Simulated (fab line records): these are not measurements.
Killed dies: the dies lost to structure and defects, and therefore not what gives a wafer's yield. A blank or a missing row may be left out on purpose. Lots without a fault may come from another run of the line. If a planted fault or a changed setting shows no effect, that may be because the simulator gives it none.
fab line records	flow n5-finfet
record lots=11	wafers=30	last-day=18
route steps=1938 shown BEOL_M1@817 BEOL_M4@1111 PASSIVATION@1936
lots that met no fault: taken from a fault-free run of the same line
start-h: hours from the record's first day to the start of the lot's first wafer shown	wait-h: hours elapsed since this lot's preceding step	" repeats the value in the row above	L1.1+2: several wafers, shown together as one row	- value missing, or start not given	* or withheld: withheld	< > ~ a bound
route shown NAME@n: a module of which the file shows steps, and the number in the route of the first	usual: mean/standard deviation of fault-free wafers	same: alike in all rows	chamber/n: place in a boat	sites: the reading at each site	_std_site: how widely they spread, as a standard deviation	_edge_site: inner sites' mean taken away from outer sites' mean	radius-mm: how far each site lies from the wafer's centre	mask NAME#n: copy n	behind: tool/chamber where the wafer was last shaped	hold: cause of the lot's hold/its duration in hours/its outcome	device: transistor that didn't switch, given as n, p or np	end of line: tests run on the same wafers once the route is complete	a step with no rows: only its recipe	killed: dies that structure and defects cost at the first sort, which is not the same as the wafer's yield	map: per-die view of a wafer (x killed, . not killed, _ where there is no die)
set.NAME: the setting that was run; set.NAME@STEP: the one run at that earlier step	model.NAME: the simulator's own value behind a step, which no gauge read
route steps across a sampled set of lots; one table per step, one row per wafer
services: a tool's chamber out of use, with start hour (start-h, from the record's first day; less than 0 if before it), hours out, and reason
## steps
# step N5_BEOL_M1_ANNEAL_80
# recipe temp-c=400	time-s=240	ambient=vacuum
# usual heater-power-w=819/69
lot.wafer	tool	chamber	start-h	wait-h	heater-power-w
L244.2	pvd-sputter-02	-	137.87	0.0	719
L244.3	"	-	"	"	996
L244.4	"	-	"	"	840
L245.2	pvd-sputter-03	-	149.32	0.0	789
L245.3	"	-	"	"	771
L245.6	"	-	"	"	930
L246.1	pvd-sputter-03	-	151.58	0.0	757
L246.2	"	-	"	"	786
L246.4	"	-	"	"	768
L247.1	pvd-sputter-01	-	164.70	0.0	797
L247.2	"	-	"	"	796
L247.4	"	-	"	"	857
L250.3	pvd-sputter-02	-	173.28	0.0	805
L250.5	"	-	"	"	994
L250.6	"	-	"	"	833
L255.1	pvd-sputter-03	-	211.64	0.0	781
L255.3	"	-	"	"	771
L257.2	pvd-sputter-01	-	212.94	0.0	771
L257.3	"	-	"	"	798
L254.3	pvd-sputter-01	-	214.78	0.0	851
L254.5	"	-	"	"	769
L258.1	pvd-sputter-02	-	229.32	0.0	1002
L258.2	"	-	"	"	816
L258.4	"	-	"	"	735
L262.1	pvd-sputter-03	-	251.57	0.0	912
L262.4	"	-	"	"	758
L262.6	"	-	"	"	779
L266.1	pvd-sputter-02	-	270.63	0.0	837
L266.2	"	-	"	"	725
L266.4	"	-	"	"	806
# step N5_BEOL_M1_ANNEAL_95
# recipe temp-c=400	time-s=240	ambient=vacuum
# usual heater-power-w=816/68
lot.wafer	tool	chamber	start-h	wait-h	heater-power-w
L244.2	pvd-sputter-02	-	139.19	0.0	725
L244.3	"	-	"	"	991
L244.4	"	-	"	"	864
L245.2	pvd-sputter-03	-	150.64	0.0	777
L245.3	"	-	"	"	776
L245.6	"	-	"	"	933
L246.1	pvd-sputter-03	-	152.90	0.0	759
L246.2	"	-	"	"	771
L246.4	"	-	"	"	768
L247.1	pvd-sputter-01	-	166.02	0.0	767
L247.2	"	-	"	"	777
L247.4	"	-	"	"	829
L250.3	pvd-sputter-02	-	174.60	0.0	795
L250.5	"	-	"	"	1000
L250.6	"	-	"	"	820
L255.1	pvd-sputter-03	-	212.96	0.0	791
L255.3	"	-	"	"	765
L257.2	pvd-sputter-01	-	214.26	0.0	766
L257.3	"	-	"	"	783
L254.3	pvd-sputter-01	-	216.10	0.0	858
L254.5	"	-	"	"	789
L258.1	pvd-sputter-02	-	230.64	0.0	985
L258.2	"	-	"	"	813
L258.4	"	-	"	"	728
L262.1	pvd-sputter-03	-	252.89	0.0	921
L262.4	"	-	"	"	770
L262.6	"	-	"	"	763
L266.1	pvd-sputter-02	-	271.95	0.0	838
L266.2	"	-	"	"	732
L266.4	"	-	"	"	817
# step N5_BEOL_M1_CO_CAP_55
# recipe material=Co	target-thk-a=20	temp-c=200	precursor=CCTBA/H2	pressure-torr=30	time-s=102.1
# usual heater-power-w=223/17	run-length-s=125.0/0.5
lot.wafer	tool	chamber	start-h	wait-h	heater-power-w	run-length-s
L244.2	cvd-co-01	2	140.19	0.0	207	125.2
L244.3	"	0	"	"	217	124.1
L244.4	"	0	"	"	227	124.6
L245.2	cvd-co-02	2	151.64	0.0	194	124.7
L245.3	"	1	"	"	240	125.0
L245.6	"	1	"	"	237	125.6
L246.1	cvd-co-01	2	153.90	0.0	205	125.6
L246.2	"	0	"	"	224	124.6
L246.4	"	0	"	"	222	124.7
L247.1	cvd-co-01	1	167.10	0.0	243	125.2
L247.2	"	0	"	"	227	124.4
L247.4	"	1	"	"	240	125.9
L250.3	cvd-co-01	0	175.77	0.0	228	124.2
L250.5	"	0	"	"	226	124.8
L250.6	"	1	"	"	242	125.6
L255.1	cvd-co-01	1	213.97	0.0	242	125.1
L255.3	"	0	"	"	224	93.7
L257.2	cvd-co-01	2	215.26	0.0	211	125.6
L257.3	"	1	"	"	243	94.3
L254.3	cvd-co-01	2	217.12	0.0	210	94.0
L254.5	"	0	"	"	224	93.5
L258.1	cvd-co-02	2	231.64	0.0	194	125.1
L258.2	"	0	"	"	227	125.5
L258.4	"	0	"	"	224	125.4
L262.1	cvd-co-02	2	253.91	0.0	198	124.2
L262.4	"	1	"	"	232	125.4
L262.6	"	2	"	"	186	124.9
L266.1	cvd-co-02	0	272.96	0.0	233	124.8
L266.2	"	2	"	"	192	124.1
L266.4	"	1	"	"	236	125.2
# step N5_BEOL_M1_DEP_57
# recipe material=SiCN	target-thk-a=80	temp-c=withheld	precursor=3MS/NH3	pressure-torr=3	rf-w=202	time-s=14
# usual showerhead-plenum-p-Torr=3.666/0.011	showerhead-vpp-V=855/23	throttle-valve-pct=8.9/0.65
lot.wafer	tool	chamber	start-h	wait-h	showerhead-plenum-p-Torr	showerhead-vpp-V	throttle-valve-pct
L244.2	pecvd-03	2	140.31	0.0	3.670	862	8.1
L244.3	"	0	"	"	3.678	827	10.2
L244.4	"	2	"	"	3.674	857	8.2
L245.2	pecvd-03	2	151.76	0.0	3.663	853	8.0
L245.3	"	1	"	"	3.657	842	8.8
L245.6	"	2	"	"	3.659	847	7.9
L246.1	pecvd-04	1	154.02	0.0	3.690	885	8.6
L246.2	"	0	"	"	3.661	849	8.7
L246.4	"	2	"	"	3.677	860	9.3
L247.1	pecvd-02	0	167.22	0.0	3.681	910	8.5
L247.2	"	1	"	"	3.659	823	8.9
L247.4	"	0	"	"	3.671	904	8.7
L250.3	pecvd-04	1	175.88	0.0	3.685	855	8.7
L250.5	"	1	"	"	3.684	871	8.9
L250.6	"	2	"	"	3.677	877	9.5
L255.1	pecvd-04	1	214.10	0.0	3.658	881	8.6
L255.3	"	1	"	"	3.675	861	9.0
L257.2	pecvd-03	0	215.38	0.0	3.677	824	9.9
L257.3	"	2	"	"	3.669	863	8.2
L254.3	pecvd-02	1	217.24	0.0	3.659	813	9.1
L254.5	"	1	"	"	3.648	815	8.7
L258.1	pecvd-04	1	231.76	0.0	3.669	882	9.0
L258.2	"	2	"	"	3.680	877	8.8
L258.4	"	0	"	"	3.657	867	8.8
L262.1	pecvd-02	0	254.06	0.0	3.667	912	8.7
L262.4	"	2	"	"	3.653	835	8.3
L262.6	"	1	"	"	3.657	849	8.9
L266.1	pecvd-04	1	273.09	0.0	3.670	861	9.0
L266.2	"	0	"	"	3.662	848	9.2
L266.4	"	2	"	"	3.683	875	8.6
# step N5_BEOL_M4_RC_MEAS_101
# usual DIBL_N=36.1/1.7	DIBL_P=35.9/2.1	IOFF_N=0.154/0.029	IOFF_P=0.21/0.035	ION_N=673/10	ION_P=463/7.5	SS_N=71.6/0.59	SS_P=73.2/0.69	VT_N=250.5/2.9	VT_P=-250/3.2
lot.wafer	tool	chamber	start-h	wait-h	DIBL_N[mV/V]	DIBL_P[mV/V]	IOFF_N[nA/um]	IOFF_P[nA/um]	ION_N[uA/um]	ION_P[uA/um]	SS_N[mV/dec]	SS_P[mV/dec]	VT_N[mV]	VT_P[mV]
L244.2	prober-01	0	173.08	0.2	39.6	38.2	0.231	0.30	687	465	71.7	74.2	244.0	-247
L244.3	"	0	"	"	37.8	35.8	0.185	0.25	672	468	72.2	74.4	250.5	-246
L244.4	"	0	"	"	38.2	36.4	0.194	0.26	683	464	72.5	73.7	248.7	-247
L245.2	prober-01	0	196.40	0.2	35.0	35.2	0.160	0.23	683	467	70.9	73.1	246.9	-249
L245.3	"	0	"	"	36.1	37.3	0.185	0.26	693	474	71.6	73.2	248.3	-245
L245.6	"	0	"	"	37.3	37.2	0.194	0.26	682	469	71.8	73.5	245.2	-247
L246.1	prober-01	0	199.89	0.0	36.0	36.4	0.148	0.21	673	468	71.7	73.7	253.1	-250
L246.2	"	0	"	"	36.3	36.3	0.160	0.22	675	465	70.9	73.5	252.2	-247
L246.4	"	0	"	"	38.3	39.3	0.189	0.27	690	474	71.7	74.4	247.2	-246
L247.1	prober-02	0	206.97	0.0	34.4	34.3	0.115	0.14	653	443	70.9	71.9	253.0	-259
L247.2	"	0	"	"	39.7	39.3	0.204	0.20	664	447	72.2	73.8	248.9	-254
L247.4	"	0	"	"	37.1	37.0	0.149	0.18	666	453	72.0	73.4	252.5	-256
L250.3	prober-01	0	224.41	0.3	38.0	38.1	0.166	0.24	675	465	71.7	73.9	249.4	-245
L250.5	"	0	"	"	37.1	36.7	0.147	0.21	674	466	71.3	73.9	251.3	-249
L250.6	"	0	"	"	38.6	38.0	0.166	0.23	669	463	72.2	74.0	250.2	-248
L255.1	prober-01	0	252.55	0.0	35.5	33.6	0.129	0.17	671	458	71.4	73.4	253.9	-256
L255.3	"	0	"	"	38.1	36.0	0.174	0.21	686	459	71.9	73.2	246.4	-250
L254.3	prober-02	0	255.97	0.3	33.6	33.4	0.137	0.19	669	463	71.1	73.1	251.4	-253
L254.5	"	0	"	"	33.6	33.1	0.119	0.18	661	460	71.2	72.8	252.9	-253
L257.2	prober-02	0	267.96	0.2	36.9	36.6	0.160	0.22	668	460	72.4	73.3	250.9	-250
L257.3	"	0	"	"	36.1	36.0	0.148	0.20	674	460	71.6	73.1	252.0	-251
L258.1	prober-01	0	279.59	0.0	35.5	36.0	0.133	0.21	670	466	71.0	73.6	254.2	-249
L258.2	"	0	"	"	35.6	37.0	0.142	0.23	665	469	70.6	73.3	249.0	-248
L258.4	"	0	"	"	34.0	34.9	0.113	0.19	665	466	71.3	72.9	253.2	-248
L262.1	prober-02	0	319.23	0.0	35.9	35.2	0.152	0.19	674	460	72.0	72.5	250.7	-249
L262.4	"	0	"	"	36.0	34.9	0.143	0.19	679	467	72.0	72.0	252.1	-254
L262.6	"	0	"	"	33.0	30.4	0.097	0.14	644	442	71.3	71.1	255.1	-257
L266.1	prober-02	0	322.26	0.1	36.6	33.7	0.141	0.17	670	458	71.2	73.6	252.5	-254
L266.2	"	0	"	"	36.2	33.5	0.131	0.17	669	457	70.7	72.3	253.5	-254
L266.4	"	0	"	"	38.7	37.3	0.171	0.21	675	456	71.6	73.7	247.2	-250
# step N5_PASSIVATION_PROBE_49
# usual defect-limited-yield=91.3/1.4	killed_at_M0_to_M3=34/9.2	killed_at_M4_up=13/5.3	killed-at-contacts=12/6	killed-at-front-end=39/12	killed-at-other=4/3.3	killed-dies=102/17	killed-open=67/12	killed-short=34/7.4	sort_bin_5_function=5.1/1	sort_bin_6_memory=3.2/0.6	sort-n-pass=1078/17	sort-yield-pct=91.3/1.4
# same gross-dies=1180	killed-at-back-side=0	sort_bin_4_leakage[%]=0	sort_bin_8_speed[%]=0
lot.wafer	tool	chamber	start-h	wait-h	defect-limited-yield[%]	killed_at_M0_to_M3	killed_at_M4_up	killed-at-contacts	killed-at-front-end	killed-at-other	killed-dies	killed-open	killed-short	sort_bin_5_function[%]	sort_bin_6_memory[%]	sort-n-pass	sort-yield-pct[%]
L254.3	prober-01	-	362.25	0.1	93.0	31	8	15	20	9	83	57	25	4.6	2.2	1097	93.0
L254.5	prober-01	-	362.35	0.2	91.6	32	10	9	46	2	99	55	38	4.4	3.8	1081	91.6
L258.1	prober-02	-	380.76	0.0	91.4	34	9	7	48	4	102	61	38	5.2	3.0	1078	91.4
L258.2	prober-02	-	380.81	0.1	89.7	36	27	9	47	2	121	72	47	5.8	3.9	1059	89.7
L258.4	prober-02	-	380.91	0.2	92.3	47	6	14	24	0	91	62	29	4.6	2.9	1089	92.3
# killed by level:class
L254.3 MOL_CONTACT_COAG:geometric-particle:open=11 BEOL_M1:geometric-particle:open=8 BEOL_M2:geometric-particle:open=8 DUMMY_GATE:geometric-particle:open=5 GATE_CUT:geometric-particle:short=5 BEOL_M0_SAQP:geometric-particle:short=5 PASS1_DEP:geometric-particle:open=5 MOL_CONTACT_COAG:geometric-particle:short=4
L254.5 BEOL_M0_SAQP:geometric-particle:short=11 BEOL_M1:geometric-particle:open=10 STI_FIN_REVEAL:geometric-particle:open=8 FIN_SAQP:geometric-particle:short=6 FIN_SAQP:geometric-particle:open=6 GATE_CUT:geometric-particle:open=5 MOL_CONTACT_COAG:geometric-particle:open=5 DUMMY_GATE:geometric-particle:open=4
L258.1 FIN_SAQP:geometric-particle:open=14 FIN_SAQP:geometric-particle:short=11 DUMMY_GATE:geometric-particle:open=8 BEOL_M3:geometric-particle:open=8 MOL_CONTACT_COAG:geometric-particle:open=6 BEOL_M0_SAQP:geometric-particle:open=5 BEOL_M0_SAQP:geometric-particle:short=4 BEOL_M1:geometric-particle:short=4
L258.2 BEOL_M4:geometric-particle:open=14 FIN_SAQP:geometric-particle:open=13 BEOL_M0_SAQP:geometric-particle:short=10 FIN_SAQP:geometric-particle:short=9 BEOL_M0_SAQP:geometric-particle:open=8 BEOL_M1:geometric-particle:open=6 BEOL_M1:geometric-particle:short=6 BEOL_M4:geometric-particle:short=6
L258.4 BEOL_M1:geometric-particle:short=15 MOL_CONTACT_COAG:geometric-particle:open=12 BEOL_M2:geometric-particle:open=12 BEOL_M3:geometric-particle:open=9 STI_FIN_REVEAL:geometric-particle:open=6 DUMMY_GATE:geometric-particle:open=6 BEOL_M0:geometric-particle:open=5 FIN_SAQP:geometric-particle:open=4
## services
tool	chamber	start-h	hours	kind
cvd-co-01	1	114.67	-	clean
cvd-co-01	1	114.67	22.0	scheduled-down
cvd-co-01	1	114.67	22.0	vent-cycle
pecvd-04	1	126.33	5.5	scheduled-down
pecvd-03	-	136.01	2.8	pm
cvd-co-02	0	136.22	2.3	repair
pecvd-02	-	144.95	2.8	pm
cvd-co-02	-	154.28	1.4	repair
cvd-co-02	-	155.69	6.9	pm
pecvd-02	1	161.14	2.1	scheduled-down
cvd-co-02	-	178.38	0.4	repair
pecvd-04	0	181.95	2.0	repair
pvd-sputter-01	-	182.92	8.3	repair
pecvd-04	-	188.59	2.2	repair
pecvd-04	2	202.38	-	clean
pecvd-04	2	202.38	-	consumable-replace:showerhead
pecvd-04	2	202.38	29.0	scheduled-down
pecvd-04	2	202.38	29.0	vent-cycle
pecvd-04	-	205.00	0.8	repair
pecvd-03	0	227.00	-	calibration
cvd-co-02	0	248.61	5.7	repair
cvd-co-01	-	250.17	1.0	repair
pecvd-04	-	269.27	1.5	repair
cvd-co-02	-	269.89	2.8	pm
## key
first-sign step=N5_BEOL_M1_CO_CAP_55	reading=run-length-s	direction=down	sigmas=62	usual=*	struck=*
effect none on later readings
met-at N5_BEOL_M1_CO_CAP_55
struck-lots L254,L255,L257
struck-wafers L254.3,L254.5,L255.3,L257.3
not-acting-at N5_BEOL_M1_ANNEAL_80,N5_BEOL_M1_ANNEAL_95,N5_BEOL_M1_DEP_57
onset-between 175.77 213.97
fault kind=process-parameter-drift	tool=cvd-co-01	chamber=-	onset-h=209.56	steps=N5_BEOL_M1_CO_CAP_55	channel=time-s	offset=*	shape=step	end-h=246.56	scope=struck-wafers-only	acts-in=*	stated=*
